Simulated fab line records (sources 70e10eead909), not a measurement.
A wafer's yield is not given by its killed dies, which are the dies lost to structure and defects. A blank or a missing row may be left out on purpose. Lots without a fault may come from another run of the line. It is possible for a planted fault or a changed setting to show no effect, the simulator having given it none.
Matching of chambers + flow nand_harc + 3 sister chambers for NHARC_P_CONTACT_DEP_30 on pecvd-03
The step deposits SiNx, target thk 30 nm. 6 wafers are shown with their chamber, then 10 later ones without.

== WAFERS PAIRED WITH THEIR CHAMBERS ==
| wafer  | chamber | heater_power_w (W) | rf_fwd_power_W (W) |
|--------|---------|--------------------|--------------------|
| L085.1 | 2       | 614                | 448.0              |
| L085.5 | 1       | 655                | 450.6              |
| L090.2 | 1       | 581                | 448.0              |
| L090.6 | 0       | 695                | 448.8              |
| L091.2 | 2       | 668                | 449.0              |
| L091.3 | 0       | 709                | 449.1              |

== WAFERS WITH NO CHAMBER GIVEN ==
| wafer  | heater_power_w (W) | rf_fwd_power_W (W) |
|--------|--------------------|--------------------|
| L091.6 | 594                | 448.9              |
| L093.2 | 617                | 448.5              |
| L093.5 | 607                | 448.1              |
| L093.6 | 670                | 450.1              |
| L096.1 | 754                | 448.6              |
| L096.3 | 663                | 448.7              |
| L096.4 | 759                | 448.1              |
| L097.4 | 613                | 447.6              |
| L097.5 | 746                | 447.9              |
| L097.6 | 630                | 447.4              |

== THE CHAMBER EACH PASSED THROUGH ==
| wafer  | from the rows above          | in truth |
|--------|------------------------------|----------|
| L091.6 | can't be placed: 1 or 2      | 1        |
| L093.2 | can't be placed: 2 or 1 or 0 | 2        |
| L093.5 | can't be placed: 2 or 1 or 0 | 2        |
| L093.6 | can't be placed: 0 or 1 or 2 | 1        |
| L096.1 | can't be placed: 0 or 2      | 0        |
| L096.3 | can't be placed: 2 or 0 or 1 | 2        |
| L096.4 | can't be placed: 0 or 2      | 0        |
| L097.4 | can't be placed: 2 or 1 or 0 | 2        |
| L097.5 | can't be placed: 0 or 2      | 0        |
| L097.6 | can't be placed: 2 or 1 or 0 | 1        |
Correct placement for 0 of the 10. From these rows, 10 cannot be placed; in 10 the true chamber is one of the candidates. Number placed wrongly: 0.
How it was worked out, from the rows above alone: a wafer's distance from a chamber is the root of the sum, over the readings, of the square of ((its reading less the chamber's mean) divided by the reading's scatter). If the next closest chamber is less than 2 further off than the closest, the wafer can't be placed; otherwise it belongs to the closest. A chamber's mean is the mean of its shown wafers. The scatter: take each reading less its chamber's mean, square it, sum over the shown wafers, divide by the number of wafers less the number of chambers, and take the root.
